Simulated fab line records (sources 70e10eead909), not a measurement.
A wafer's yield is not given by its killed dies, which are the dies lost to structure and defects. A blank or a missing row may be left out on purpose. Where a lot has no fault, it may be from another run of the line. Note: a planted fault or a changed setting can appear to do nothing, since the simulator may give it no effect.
Chamber matching    flow nandHarc    NHARC_A_WL_FILL_ALD_10 on aldHk-01 has 4 sister chambers
The step deposits SiO2, target thk 50 nm, pulse time 10 s, ald cycles 500. 14 wafers are shown with their chamber, then 7 later ones without.

## WAFERS PAIRED WITH THEIR CHAMBERS
wafer   chamber  heaterPowerW (W)  precursorPulseHeightRel
L074.1  3        495               0.977
L074.3  2        454               0.984
L074.6  1        504               0.969
L078.3  3        474               0.990
L078.2  1        490               0.998
L078.5  3        459               1.013
L080.2  0        448               1.012
L080.1  2        457               0.990
L080.5  0        457               1.036
L083.3  1        492               0.985
L083.2  3        480               1.002
L083.6  2        482               0.990
L085.2  2        474               1.004
L085.5  2        474               0.983

SIGNATURES (means of the wafers above)
reading                  chamber 0  chamber 1  chamber 2  chamber 3  scatter within a chamber
heaterPowerW             452.50     495.33     468.20     477.00     11.9
precursorPulseHeightRel  1.02400    0.98400    0.99020    0.99550    0.0131
Rule: for a wafer and a chamber, the distance is found by dividing, reading by reading, the gap between the wafer's reading and the chamber's mean by the reading's scatter, squaring, summing and taking the root. The wafer belongs to the nearest chamber; if the next one is less than 2 further off, it can't be placed. The scatter: take each reading less its chamber's mean, square it, sum over the shown wafers, divide by the number of wafers less the number of chambers, and take the root.

## WAFERS MISSING THEIR CHAMBER
wafer   heaterPowerW (W)  precursorPulseHeightRel
L085.6  501               1.048
L089.3  470               1.012
L089.1  447               1.010
L089.4  486               1.023
L096.1  477               1.027
L096.5  490               0.984
L096.6  476               0.985

## WHICH CHAMBER EACH WENT THROUGH
wafer   from the rows above                in truth
L085.6  can't be placed: 0 or 3 or 1 or 2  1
L089.3  can't be placed: 3 or 2 or 0 or 1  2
L089.1  can't be placed: 0 or 2 or 3       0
L089.4  can't be placed: 3 or 0 or 2 or 1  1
L096.1  can't be placed: 0 or 3 or 2 or 1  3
L096.5  can't be placed: 1 or 3 or 2       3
L096.6  can't be placed: 2 or 3 or 1       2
Correct placement for 0 of the 7. Can't be placed from these rows: 7 (the true chamber is among the candidates in 7). Number placed wrongly: 0.
